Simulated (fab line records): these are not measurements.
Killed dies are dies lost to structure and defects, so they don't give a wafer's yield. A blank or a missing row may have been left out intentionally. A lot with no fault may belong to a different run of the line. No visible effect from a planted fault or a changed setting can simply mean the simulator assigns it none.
Matching of chambers -- flow n5_finfet -- N5_BEOL_M3_ALD_84 on ald_metal-03 has 4 sister chambers
The step deposits TaN, pulse time 2 s, purge time 3 s, co reactant purge time 2 s. 16 wafers are shown with their chamber, then 8 later ones without.

## EACH WAFER AND ITS CHAMBER
wafer,chamber,heater_power_w (W),heater_power_outer_w (W),susceptor_temp_C (C)
L076.1,1,353,200,274.93
L076.2,3,458,246,274.94
L076.4,2,469,254,274.95
L075.3,0,407,235,274.94
L075.4,1,369,196,275.01
L075.5,3,464,245,275.39
L079.1,1,356,198,274.96
L079.2,0,418,236,274.90
L079.6,0,411,235,274.96
L082.4,0,408,240,275.38
L082.5,0,411,236,275.11
L082.6,1,350,203,275.19
L084.3,0,403,238,274.61
L084.5,3,475,252,275.19
L084.6,2,473,263,274.74
L092.2,1,350,194,275.13

SIGNATURES, as means of the wafers listed above
reading,chamber 0,chamber 1,chamber 2,chamber 3,scatter within a chamber
heater_power_w,409.67,355.60,471.00,465.67,6.67
heater_power_outer_w,236.67,198.20,258.50,247.67,3.38
susceptor_temp_C,274.9833,275.0440,274.8450,275.1733,0.203
Rule: a wafer's distance from a chamber is the root of the sum, over the readings, of the square of ((its reading less the chamber's mean) divided by the reading's scatter). The wafer belongs to the nearest chamber; if the next one is less than 2 further off, it can't be placed. The scatter: the root of (the sum of the squares of (reading less its chamber's mean) over the shown wafers, divided by (wafers less chambers)).

## WAFERS WHOSE CHAMBER IS MISSING
wafer,heater_power_w (W),heater_power_outer_w (W),susceptor_temp_C (C)
L092.3,479,260,274.85
L092.4,465,251,275.18
L096.3,365,195,274.87
L096.5,401,232,275.03
L096.6,358,198,275.01
L097.1,450,257,275.16
L097.4,479,251,274.99
L097.5,402,235,275.19

## WHICH CHAMBER EACH WENT THROUGH
wafer,from the rows above,in truth
L092.3,2,2
L092.4,can't be placed: 3 or 2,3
L096.3,1,1
L096.5,0,0
L096.6,1,1
L097.1,can't be placed: 2 or 3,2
L097.4,can't be placed: 3 or 2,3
L097.5,0,0
Placed correctly: 5 of 8. Cannot be placed on the basis of these rows: 3; the candidates contain the true chamber in 3. Wrongly placed: 0.
